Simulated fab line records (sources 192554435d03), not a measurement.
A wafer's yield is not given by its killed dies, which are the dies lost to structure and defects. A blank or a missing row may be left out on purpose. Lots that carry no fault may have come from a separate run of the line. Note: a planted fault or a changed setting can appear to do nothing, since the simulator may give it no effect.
fab line records -- flow n5_finfet
[record] lots = 7, wafers = 39
route steps=1938 shown ZERO_LAYER@11 PMOS_HMC_CHANNEL_EPI@64 SPACER0@259 HKMG_FIN@401 MOL_CONTACT_COAG@584 BEOL_M0_SAQP@633
start_h: the number of hours between the record's first day and the start of the first shown wafer of the lot -- wait_h: time in hours since the lot's previous step -- " repeats the value in the row above -- L1.1+2: a single row standing in for several wafers -- - no value, or no start given -- * or withheld: withheld -- < > ~ a bound
route shown NAME@n: a module of which the file shows steps, and the number in the route of the first -- usual: the fault-free wafers' mean and standard deviation -- same: alike in all rows -- chamber/n: place in a boat -- sites: the reading at each site -- _std_site: the standard deviation of these -- _edge_site: outer sites' mean less inner sites' -- radius_mm: how far each site lies from the wafer's centre -- mask NAME#n: copy n -- behind: the last tool/chamber to shape the wafer -- hold: what put the lot on hold/how long, in hours/how the hold closed -- device: the n, p or np transistor that did not switch -- end of line: tests of these same wafers at the route's end -- for a step that has no rows: nothing shown but its recipe -- killed: count of dies lost to structure and defects at first sort (not the wafer's yield) -- map: the dies of a wafer, with x for killed, . for not killed, _ for no die there
set.NAME: the run value of the setting; set.NAME@STEP: its run value at that earlier step -- model.NAME: the simulator's own value behind a step, which no gauge read
lots run with intentionally changed settings; tables by step, rows by wafer
[[steps]]
[step N5_ZERO_LAYER_DEVELOP_10]
[recipe] develop_time_s = 60, rinse_liquid = diw, dry = air_spin, dev_temp_c = 21
lot.wafer,tool,chamber,start_h,wait_h,set.develop_time_s
L075.1+3+6,litho_track-02,0,-,-,25.56
L075.2+4+5,litho_track-02,0,-,-,60
L077.1+2+3+4+5+6,litho_track-05,0,-,-,60
L080.2+5+6,litho_track-05,0,-,-,60
L082.1+2+3,litho_track-02,0,-,-,60
L082.4+5+6,litho_track-02,0,-,-,92.83
L084.1+2+5,litho_track-04,0,-,-,73.22
L084.3+4+6,litho_track-04,0,-,-,60
L086.1+5+6,litho_track-04,0,-,-,27.47
L086.2+3+4,litho_track-04,0,-,-,60
L091.1+2+4,litho_track-04,0,-,-,38.45
L091.3+5+6,litho_track-04,0,-,-,60
[step N5_ZERO_LAYER_HARDBAKE_23]
[recipe] temp_c = 130, time_s = 120
[step N5_ZERO_LAYER_CD_MEAS_11]
[recipe] target_cd_nm = 2000, landing_energy_ev = 500, detector = se_inlens
[usual] cd_nm = 2000.8/2.1
lot.wafer,tool,chamber,start_h,wait_h,set.develop_time_s@ZERO_LAYER_DEVELOP_10,cd_nm
L075.1,cd_sem-02,0,18.78,-,25.56,1977.6
L075.2,cd_sem-02,0,18.78,-,60,1999.4
L075.3,cd_sem-02,0,18.78,-,25.56,1978.2
L075.4,cd_sem-02,0,18.78,-,60,1995.8
L075.5,cd_sem-02,0,18.78,-,60,1997.3
L075.6,cd_sem-02,0,18.78,-,25.56,1978.9
L077.1,cd_sem-02,0,30.68,-,60,2002.1
L077.2,cd_sem-02,0,30.68,-,60,2002.2
L077.3,cd_sem-02,0,30.68,-,60,2002.7
L077.4,cd_sem-02,0,30.68,-,60,2001.7
L077.5,cd_sem-02,0,30.68,-,60,2004.5
L077.6,cd_sem-02,0,30.68,-,60,2000.0
L080.2,cd_sem-01,0,48.74,-,60,1998.7
L080.5,cd_sem-01,0,48.74,-,60,1999.3
L080.6,cd_sem-01,0,48.74,-,60,1998.1
L082.1,cd_sem-03,0,60.77,-,60,2002.3
L082.2,cd_sem-03,0,60.77,-,60,2000.3
L082.3,cd_sem-03,0,60.77,-,60,1999.1
L082.4,cd_sem-03,0,60.77,-,92.83,2009.4
L082.5,cd_sem-03,0,60.77,-,92.83,2009.5
L082.6,cd_sem-03,0,60.77,-,92.83,2007.3
L084.1,cd_sem-02,0,72.95,-,73.22,2005.1
L084.2,cd_sem-02,0,72.95,-,73.22,2004.7
L084.3,cd_sem-02,0,72.95,-,60,2000.1
L084.4,cd_sem-02,0,72.95,-,60,2001.2
L084.5,cd_sem-02,0,72.95,-,73.22,2004.0
L084.6,cd_sem-02,0,72.95,-,60,2003.9
L086.1,cd_sem-01,0,84.67,-,27.47,1986.7
L086.2,cd_sem-01,0,84.67,-,60,2001.1
L086.3,cd_sem-01,0,84.67,-,60,2001.1
L086.4,cd_sem-01,0,84.67,-,60,2002.4
L086.5,cd_sem-01,0,84.67,-,27.47,1983.8
L086.6,cd_sem-01,0,84.67,-,27.47,1984.7
L091.1,cd_sem-01,0,114.79,-,38.45,1990.4
L091.2,cd_sem-01,0,114.79,-,38.45,1991.2
L091.3,cd_sem-01,0,114.79,-,60,2001.7
L091.4,cd_sem-01,0,114.79,-,38.45,1991.4
L091.5,cd_sem-01,0,114.79,-,60,2001.0
L091.6,cd_sem-01,0,114.79,-,60,2001.3
[step N5_ZERO_LAYER_DESCUM_16]
[recipe] chemistry = O2, time_s = 7.9, source_power_w = 50, bias_power_w = 20, pressure_mtorr = 20, rf_frequency_hz = 2.712e+07, temp_c = 40, o2_flow_sccm = 225
lot.wafer,tool,chamber,start_h,wait_h,set.develop_time_s@ZERO_LAYER_DEVELOP_10,model.ZERO_LAYER.cd_nm
L075.1,rie_diel-05,3,18.96,0.2,25.56,1978
L075.2,rie_diel-05,0,18.96,0.2,60,1999
L075.3+6,rie_diel-05,"2,1",18.96,0.2,25.56,1979
L075.4,rie_diel-05,1,18.96,0.2,60,1996
L075.5,rie_diel-05,2,18.96,0.2,60,1997
L077.1+2+4,rie_diel-04,"1,3,0",30.75,0.1,60,2002
L077.3,rie_diel-04,0,30.75,0.1,60,2003
L077.5,rie_diel-04,1,30.75,0.1,60,2004
L077.6,rie_diel-04,3,30.75,0.1,60,2000
L080.2+6,rie_diel-05,3,48.80,0.1,60,1998
L080.5,rie_diel-05,1,48.80,0.1,60,1999
L082.1,rie_diel-02,1,60.80,0.0,60,2002
L082.2,rie_diel-02,0,60.80,0.0,60,2000
L082.3,rie_diel-02,2,60.80,0.0,60,1999
L082.4+5,rie_diel-02,"3,0",60.80,0.0,92.83,2010
L082.6,rie_diel-02,1,60.80,0.0,92.83,2008
L084.1,rie_diel-05,0,72.99,0.0,73.22,2005
L084.2+5,rie_diel-05,"3,1",72.99,0.0,73.22,2004
L084.3,rie_diel-05,2,72.99,0.0,60,-
L084.4,rie_diel-05,1,72.99,0.0,60,2001
L084.6,rie_diel-05,0,72.99,0.0,60,2004
L086.1,rie_diel-02,3,84.74,0.1,27.47,1986
L086.2+3,rie_diel-02,"0,1",84.74,0.1,60,2001
L086.4,rie_diel-02,3,84.74,0.1,60,2002
L086.5,rie_diel-02,0,84.74,0.1,27.47,1984
L086.6,rie_diel-02,3,84.74,0.1,27.47,1985
L091.1,rie_diel-02,3,114.83,0.0,38.45,1990
L091.2+4,rie_diel-02,"1,0",114.83,0.0,38.45,1991
L091.3,rie_diel-02,2,114.83,0.0,60,2002
L091.5+6,rie_diel-02,"1,0",114.83,0.0,60,2001
[step N5_PMOS_HMC_CHANNEL_EPI_DEVELOP_08]
[recipe] develop_time_s = 30, developer = TMAH, resist = CAR-ArF-block, dev_temp_c = 23, rinse_liquid = diw, dry = air_spin
lot.wafer,tool,chamber,start_h,wait_h,set.develop_time_s
L075.1+5+6,litho_track-02,0,-,-,30
L075.2+3+4,litho_track-02,0,-,-,45.61
L077.1+3+6,litho_track-05,0,-,-,30
L077.2+4+5,litho_track-05,0,-,-,17.41
L080.2+5+6,litho_track-05,0,-,-,30
L082.1+2+5,litho_track-02,0,-,-,16.92
L082.3+4+6,litho_track-02,0,-,-,30
L084.1+2+3+4+5+6,litho_track-03,0,-,-,30
L086.1+2+4,litho_track-05,0,-,-,30
L086.3+5+6,litho_track-05,0,-,-,21.58
L091.1+3+6,litho_track-05,0,-,-,36.15
L091.2+4+5,litho_track-05,0,-,-,30
[step N5_PMOS_HMC_CHANNEL_EPI_CD_MEAS_09]
[recipe] target_cd_nm = 237.4, landing_energy_ev = 500, detector = se_inlens
[usual] cd_nm = 238.0/0.96
lot.wafer,tool,chamber,start_h,wait_h,set.develop_time_s@PMOS_HMC_CHANNEL_EPI_DEVELOP_08,cd_nm
L075.1,cd_sem-01,0,23.61,-,30,237.7
L075.2,cd_sem-01,0,23.61,-,45.61,240.6
L075.3,cd_sem-01,0,23.61,-,45.61,239.3
L075.4,cd_sem-01,0,23.61,-,45.61,239.6
L075.5,cd_sem-01,0,23.61,-,30,236.5
L075.6,cd_sem-01,0,23.61,-,30,235.8
L077.1,cd_sem-02,0,35.24,-,30,238.2
L077.2,cd_sem-02,0,35.24,-,17.41,235.6
L077.3,cd_sem-02,0,35.24,-,30,240.2
L077.4,cd_sem-02,0,35.24,-,17.41,236.2
L077.5,cd_sem-02,0,35.24,-,17.41,235.9
L077.6,cd_sem-02,0,35.24,-,30,238.1
L080.2,cd_sem-03,0,53.25,-,30,236.6
L080.5,cd_sem-03,0,53.25,-,30,237.4
L080.6,cd_sem-03,0,53.25,-,30,238.1
L082.1,cd_sem-02,0,65.59,-,16.92,233.7
L082.2,cd_sem-02,0,65.59,-,16.92,233.3
L082.3,cd_sem-02,0,65.59,-,30,237.2
L082.4,cd_sem-02,0,65.59,-,30,237.2
L082.5,cd_sem-02,0,65.59,-,16.92,233.2
L082.6,cd_sem-02,0,65.59,-,30,237.3
L084.1,cd_sem-03,0,78.47,-,30,237.9
L084.2,cd_sem-03,0,78.47,-,30,238.2
L084.3,cd_sem-03,0,78.47,-,30,238.3
L084.4,cd_sem-03,0,78.47,-,30,238.3
L084.5,cd_sem-03,0,78.47,-,30,239.0
L084.6,cd_sem-03,0,78.47,-,30,236.8
L086.1,cd_sem-02,0,89.44,-,30,237.9
L086.2,cd_sem-02,0,89.44,-,30,238.8
L086.3,cd_sem-02,0,89.44,-,21.58,237.4
L086.4,cd_sem-02,0,89.44,-,30,238.3
L086.5,cd_sem-02,0,89.44,-,21.58,236.5
L086.6,cd_sem-02,0,89.44,-,21.58,234.6
L091.1,cd_sem-03,0,119.71,-,36.15,238.2
L091.2,cd_sem-03,0,119.71,-,30,237.6
L091.3,cd_sem-03,0,119.71,-,36.15,240.2
L091.4,cd_sem-03,0,119.71,-,30,237.4
L091.5,cd_sem-03,0,119.71,-,30,236.4
L091.6,cd_sem-03,0,119.71,-,36.15,238.0
[step N5_PMOS_HMC_CHANNEL_EPI_DESCUM_14]
[recipe] chemistry = O2, time_s = 7.9, source_power_w = 50, bias_power_w = 20, pressure_mtorr = 20, rf_frequency_hz = 2.712e+07, temp_c = 40, resist = CAR-ArF-block, o2_flow_sccm = 225
lot.wafer,tool,chamber,start_h,wait_h,set.develop_time_s@PMOS_HMC_CHANNEL_EPI_DEVELOP_08,model.PMOS_HMC_CHANNEL_EPI.cd_nm
L075.1,rie_diel-04,1,24.02,0.4,30,237.8
L075.2,rie_diel-04,3,24.02,0.4,45.61,240.1
L075.3,rie_diel-04,0,24.02,0.4,45.61,239.5
L075.4,rie_diel-04,1,24.02,0.4,45.61,239.7
L075.5,rie_diel-04,3,24.02,0.4,30,236.4
L075.6,rie_diel-04,0,24.02,0.4,30,235.9
L077.1,rie_diel-04,1,35.33,0.0,30,238.4
L077.2,rie_diel-04,0,35.33,0.0,17.41,235.7
L077.3,rie_diel-04,3,35.33,0.0,30,240.1
L077.4,rie_diel-04,1,35.33,0.0,17.41,236.1
L077.5,rie_diel-04,3,35.33,0.0,17.41,235.8
L077.6,rie_diel-04,0,35.33,0.0,30,238.2
L080.2,rie_diel-02,1,53.34,0.0,30,-
L080.5,rie_diel-02,0,53.34,0.0,30,237.5
L080.6,rie_diel-02,1,53.34,0.0,30,238.2
L082.1,rie_diel-04,3,65.68,0.0,16.92,233.8
L082.2,rie_diel-04,1,65.68,0.0,16.92,233.3
L082.3,rie_diel-04,0,65.68,0.0,30,237.4
L082.4+6,rie_diel-04,2,65.68,0.0,30,237.1
L082.5,rie_diel-04,3,65.68,0.0,16.92,233.1
L084.1,rie_diel-02,0,79.33,0.8,30,237.7
L084.2,rie_diel-02,1,79.33,0.8,30,238.1
L084.3,rie_diel-02,3,79.33,0.8,30,238.2
L084.4,rie_diel-02,2,79.33,0.8,30,238.3
L084.5,rie_diel-02,2,79.33,0.8,30,238.8
L084.6,rie_diel-02,3,79.33,0.8,30,236.9
L086.1+4,rie_diel-05,"2,1",89.53,0.0,30,238.1
L086.2,rie_diel-05,3,89.53,0.0,30,238.7
L086.3,rie_diel-05,0,89.53,0.0,21.58,237.3
L086.5,rie_diel-05,2,89.53,0.0,21.58,236.2
L086.6,rie_diel-05,1,89.53,0.0,21.58,234.7
L091.1+6,rie_diel-05,1,119.80,0.0,36.15,238.1
L091.2,rie_diel-05,2,119.80,0.0,30,238.1
L091.3,rie_diel-05,0,119.80,0.0,36.15,240.2
L091.4,rie_diel-05,3,119.80,0.0,30,237.7
L091.5,rie_diel-05,2,119.80,0.0,30,236.6
[step N5_SPACER0_ALD_00]
[recipe] material = SiOCN, target_thk_a = 35, temp_c = 400, ald_precursor_family = alkyl-aminosilane, ald_co_reactant = O2/N2-plasma, pulse_time_s = 3, purge_time_s = 2, co_reactant_purge_time_s = 2, ald_cycles = 58, pressure_torr = 2
lot.wafer,tool,chamber,start_h,wait_h,set.ald_cycles,model.SiOCN_of_SPACER0_ALD_00.thk_nm
L075.1+2+5,ald_sin-03,"0,2,0",54.72,0.1,58,3.4
L075.3+4+6,ald_sin-03,"1,1,2",54.72,0.1,92,5.6
L077.1+4+6,ald_sin-03,"3,2,1",69.27,0.1,58,3.4
L077.2+3+5,ald_sin-03,"2,1,3",69.27,0.1,71,4.2
L080.2+5,ald_sin-03,"1,0",84.54,0.1,58,3.4
L080.6,ald_sin-03,2,84.54,0.1,58,3.6
L082.1+4+5,ald_sin-02,"2,0,2",99.84,0.1,72,4.4
L082.2,ald_sin-02,0,99.84,0.1,58,3.4
L082.3+6,ald_sin-02,3,99.84,0.1,58,3.6
L084.1+5+6,ald_sin-03,"0,3,2",109.08,0.1,71,4.2
L084.2+3+4,ald_sin-03,"3,2,1",109.08,0.1,58,3.4
L086.1,ald_sin-01,3,125.42,0.1,58,3.4
L086.2+3+6,ald_sin-01,"0,2,1",125.42,0.1,24,1.4
L086.4+5,ald_sin-01,"1,2",125.42,0.1,58,3.6
L091.1+5,ald_sin-02,"2,1",153.80,0.1,48,3
L091.2,ald_sin-02,3,153.80,0.1,48,2.8
L091.3+6,ald_sin-02,"0,2",153.80,0.1,58,3.6
L091.4,ald_sin-02,1,153.80,0.1,58,3.4
[step N5_HKMG_FIN_DESCUM_53]
[recipe] chemistry = O2, time_s = 7.9, source_power_w = 50, bias_power_w = 20, pressure_mtorr = 20, rf_frequency_hz = 2.712e+07, temp_c = 40, resist = CAR-ArF, o2_flow_sccm = 225
lot.wafer,tool,chamber,start_h,wait_h,set.time_s,model.CAR-ArF_of_HKMG_FIN_COAT_43.thk_nm
L075.1,rie_diel-01,0,81.84,0.1,7.9,84
L075.2,rie_diel-01,2,81.84,0.1,3.393,86.4
L075.3,rie_diel-01,1,81.84,0.1,7.9,83.8
L075.4,rie_diel-01,1,81.84,0.1,7.9,83.6
L075.5+6,rie_diel-01,"2,0",81.84,0.1,3.393,86.6
L077.1+6,rie_diel-06,1,93.92,0.0,5.607,84.8
L077.2,rie_diel-06,0,93.92,0.0,5.607,84.6
L077.3,rie_diel-06,3,93.92,0.0,7.9,83.2
L077.4,rie_diel-06,2,93.92,0.0,7.9,83
L077.5,rie_diel-06,0,93.92,0.0,7.9,83.8
L080.2+5+6,rie_diel-03,"1,0,3",108.98,0.0,7.9,83
L082.1+4+6,rie_diel-01,"0,1,1",122.40,0.2,10.94,81.6
L082.2+3+5,rie_diel-01,"3,2,2",122.40,0.2,7.9,83.2
L084.1,rie_diel-01,3,133.94,0.0,6.705,84.4
L084.2,rie_diel-01,2,133.94,0.0,6.705,84.2
L084.3,rie_diel-01,0,133.94,0.0,6.705,84.6
L084.4+6,rie_diel-01,1,133.94,0.0,7.9,83.4
L084.5,rie_diel-01,2,133.94,0.0,7.9,83.6
L086.1+3,rie_diel-03,"0,1",150.45,0.0,7.9,83.8
L086.2+5,rie_diel-03,"2,0",150.45,0.0,4.972,85.4
L086.4,rie_diel-03,1,150.45,0.0,7.9,83.6
L086.6,rie_diel-03,2,150.45,0.0,4.972,85.2
L091.1,rie_diel-06,2,177.58,0.0,7.9,83.6
L091.2+4,rie_diel-06,"0,3",177.58,0.0,12.04,80.6
L091.3,rie_diel-06,1,177.58,0.0,7.9,83.2
L091.5,rie_diel-06,2,177.58,0.0,7.9,83.4
L091.6,rie_diel-06,3,177.58,0.0,12.04,80.8
[step N5_MOL_CONTACT_COAG_ETCHBACK_135]
[recipe] chemistry = CHF3, target = SiO2, target_depth_a = 250, time_s = 16.7, ion_energy_ev = 200, pressure_mtorr = 30, source_w = 610, bias_w = 170, Ar_flow_sccm = 200, CHF3_flow_sccm = 50
lot.wafer,tool,chamber,start_h,wait_h,set.target_depth_a,model.SOC_of_MOL_CONTACT_COAG_COAT_75.thk_nm
L075.1+3,rie_diel-03,"0,1",107.30,0.0,250,57.4
L075.2+4+6,rie_diel-03,"3,0,1",107.30,0.0,160.1,58.2
L075.5,rie_diel-03,3,107.30,0.0,250,57.2
L077.1+3+4,rie_diel-06,"1,0,2",120.11,0.0,250,57.4
L077.2+6,rie_diel-06,"3,2",120.11,0.0,250,57.2
L077.5,rie_diel-06,3,120.11,0.0,250,57
L080.2,rie_diel-06,3,135.79,0.0,250,57.4
L080.5,rie_diel-06,3,135.79,0.0,250,57.2
L080.6,rie_diel-06,2,135.79,0.0,250,57.6
L082.1+2+3+4+5,rie_diel-01,"2,1,3,0,1",151.29,0.0,250,57.2
L082.6,rie_diel-01,0,151.29,0.0,250,57.4
L084.1+4,rie_diel-01,"3,2",164.46,0.0,250,57.2
L084.2+3,rie_diel-01,"0,1",164.46,0.0,307.5,56.6
L084.5,rie_diel-01,1,164.46,0.0,307.5,56.4
L084.6,rie_diel-01,2,164.46,0.0,250,57
L086.1+3+4+6,rie_diel-01,"2,3,2,1",176.93,0.0,250,57.2
L086.2+5,rie_diel-01,"1,3",176.93,0.0,250,57.4
L091.1+3+4,rie_diel-03,"2,1,3",203.90,0.0,136.4,58.6
L091.2+5+6,rie_diel-03,"0,2,1",203.90,0.0,250,57.4
[step N5_MOL_CONTACT_COAG_STRIP_118]
[recipe] chemistry = CHF3, resist = SiARC, rf_frequency_hz = 6e+07
[step N5_MOL_CONTACT_COAG_VIA_ETCH_46]
[recipe] chemistry = C4F6/O2, target_depth_a = 460, overetch_a = 92, mask_material = SOC, target = SiO2, bias_w = 455, pressure_mtorr = 10, time_s = 40, source_w = 325, Ar_flow_sccm = 300, C4F6_flow_sccm = 10, O2_flow_sccm = 10, ion_energy_ev = 575.3, ends = end_point
lot.wafer,tool,chamber,start_h,wait_h,set.target_depth_a@MOL_CONTACT_COAG_ETCHBACK_135,model.SOC_of_MOL_CONTACT_COAG_COAT_75.thk_nm
L075.1+3,rie_diel-03,"0,1",107.33,0.0,250,51
L075.2+6,rie_diel-03,"3,1",107.33,0.0,160.1,51.8
L075.4,rie_diel-03,0,107.33,0.0,160.1,52
L075.5,rie_diel-03,3,107.33,0.0,250,50.6
L077.1,rie_diel-06,1,120.15,0.0,250,50.4
L077.2+6,rie_diel-06,"3,2",120.15,0.0,250,50.6
L077.3,rie_diel-06,0,120.15,0.0,250,51
L077.4,rie_diel-06,2,120.15,0.0,250,50.8
L077.5,rie_diel-06,3,120.15,0.0,250,50.2
L080.2,rie_diel-06,3,135.84,0.0,250,50.8
L080.5,rie_diel-06,3,135.84,0.0,250,50.6
L080.6,rie_diel-06,2,135.84,0.0,250,51
L082.1+4+5,rie_diel-01,"2,0,1",151.32,0.0,250,50.6
L082.2+3,rie_diel-01,"1,3",151.32,0.0,250,50.4
L082.6,rie_diel-01,0,151.32,0.0,250,50.8
L084.1+6,rie_diel-01,"3,2",164.49,0.0,250,50.4
L084.2,rie_diel-01,0,164.49,0.0,307.5,50.2
L084.3,rie_diel-01,1,164.49,0.0,307.5,49.8
L084.4,rie_diel-01,2,164.49,0.0,250,50.6
L084.5,rie_diel-01,1,164.49,0.0,307.5,49.6
L086.1+2,rie_diel-01,"2,1",176.97,0.0,250,50.8
L086.3+4+5+6,rie_diel-01,"3,2,3,1",176.97,0.0,250,50.6
L091.1,rie_diel-03,2,203.94,0.0,136.4,52.2
L091.2+5,rie_diel-03,"0,2",203.94,0.0,250,51
L091.3,rie_diel-03,1,203.94,0.0,136.4,52
L091.4,rie_diel-03,3,203.94,0.0,136.4,51.8
L091.6,rie_diel-03,1,203.94,0.0,250,50.8
[step N5_BEOL_M0_SAQP_ILD_DEP_01]
[recipe] material = SiOC, target_thk_a = 454.19, temp_c = 350, precursor = DEMS/O2, pressure_torr = 5, rf_w = 500, time_s = 8.7
lot.wafer,tool,chamber,start_h,wait_h,set.target_thk_a,model.SiOC_of_BEOL_M0_SAQP_ILD_DEP_01.thk_nm
L075.1,pecvd-02,0,113.30,0.0,454.19,45.2
L075.2,pecvd-02,1,113.30,0.0,454.19,44.6
L075.3,pecvd-02,2,113.30,0.0,454.19,44.8
L075.4+5,pecvd-02,"1,2",113.30,0.0,454.19,45.8
L075.6,pecvd-02,0,113.30,0.0,454.19,46
L077.1+2,pecvd-02,"0,2",126.23,0.0,544.3,54.2
L077.3,pecvd-02,1,126.23,0.0,454.19,44.6
L077.4,pecvd-02,0,126.23,0.0,544.3,55.6
L077.5,pecvd-02,2,126.23,0.0,454.19,45.6
L077.6,pecvd-02,1,126.23,0.0,454.19,45.2
L080.2,pecvd-02,0,142.01,0.0,454.19,46
L080.5,pecvd-02,2,142.01,0.0,454.19,46.4
L080.6,pecvd-02,0,142.01,0.0,454.19,46.8
L082.1,pecvd-04,2,157.29,0.0,454.19,45.4
L082.2,pecvd-04,1,157.29,0.0,454.19,44.8
L082.3,pecvd-04,0,157.29,0.0,633.2,62.2
L082.4,pecvd-04,0,157.29,0.0,454.19,45.2
L082.5,pecvd-04,1,157.29,0.0,633.2,63.8
L082.6,pecvd-04,2,157.29,0.0,633.2,64
L084.1,pecvd-03,1,170.39,0.0,203.2,20
L084.2,pecvd-03,2,170.39,0.0,454.19,44
L084.3,pecvd-03,0,170.39,0.0,203.2,19.4
L084.4+6,pecvd-03,"0,2",170.39,0.0,454.19,45.4
L084.5,pecvd-03,1,170.39,0.0,203.2,20.8
L086.1,pecvd-02,1,183.03,0.0,553.4,55.6
L086.2+3,pecvd-02,"2,0",183.03,0.0,553.4,55.8
L086.4,pecvd-02,0,183.03,0.0,454.19,47
L086.5,pecvd-02,2,183.03,0.0,454.19,46.6
L086.6,pecvd-02,1,183.03,0.0,454.19,46
L091.1,pecvd-04,0,209.70,0.0,526,51.8
L091.2,pecvd-04,1,209.70,0.0,526,52.4
L091.3,pecvd-04,2,209.70,0.0,454.19,45
L091.4,pecvd-04,0,209.70,0.0,454.19,45.4
L091.5,pecvd-04,1,209.70,0.0,454.19,45.8
L091.6,pecvd-04,2,209.70,0.0,526,52.8
[[key]]
[split] step = N5_ZERO_LAYER_DEVELOP_10, setting = develop_time_s, stated = 60, by = wafer
[response] step = N5_ZERO_LAYER_CD_MEAS_11, reading = cd_nm, change = +0.261, per = 1%, r = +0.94
[response] step = N5_ZERO_LAYER_DESCUM_16, reading = model.ZERO_LAYER.cd_nm, change = +0.262, per = 1%, r = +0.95
[split] step = N5_PMOS_HMC_CHANNEL_EPI_DEVELOP_08, setting = develop_time_s, stated = 30, by = wafer
[response] step = N5_PMOS_HMC_CHANNEL_EPI_CD_MEAS_09, reading = cd_nm, change = +0.0718, per = 1%, r = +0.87
[response] step = N5_PMOS_HMC_CHANNEL_EPI_DESCUM_14, reading = model.PMOS_HMC_CHANNEL_EPI.cd_nm, change = +0.0715, per = 1%, r = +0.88
[split] step = N5_SPACER0_ALD_00, setting = ald_cycles, stated = 58, by = wafer
[response] step = N5_SPACER0_ALD_00, reading = model.SiOCN_of_SPACER0_ALD_00.thk_nm, change = +0.0367, per = 1%, r = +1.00
[split] step = N5_HKMG_FIN_DESCUM_53, setting = time_s, stated = 7.9, by = wafer
[response] step = N5_HKMG_FIN_DESCUM_53, reading = model.CAR-ArF_of_HKMG_FIN_COAT_43.thk_nm, change = -0.0478, per = 1%, r = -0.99
[split] step = N5_MOL_CONTACT_COAG_ETCHBACK_135, setting = target_depth_a, stated = 250, by = wafer
[response] step = N5_MOL_CONTACT_COAG_ETCHBACK_135, reading = model.SOC_of_MOL_CONTACT_COAG_COAT_75.thk_nm, change = -0.0256, per = 1%, r = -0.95
[response] step = N5_MOL_CONTACT_COAG_VIA_ETCH_46, reading = model.SOC_of_MOL_CONTACT_COAG_COAT_75.thk_nm, change = -0.0253, per = 1%, r = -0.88
[split] step = N5_BEOL_M0_SAQP_ILD_DEP_01, setting = target_thk_a, stated = 454.19, by = wafer
[response] step = N5_BEOL_M0_SAQP_ILD_DEP_01, reading = model.SiOC_of_BEOL_M0_SAQP_ILD_DEP_01.thk_nm, change = +0.452, per = 1%, r = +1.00
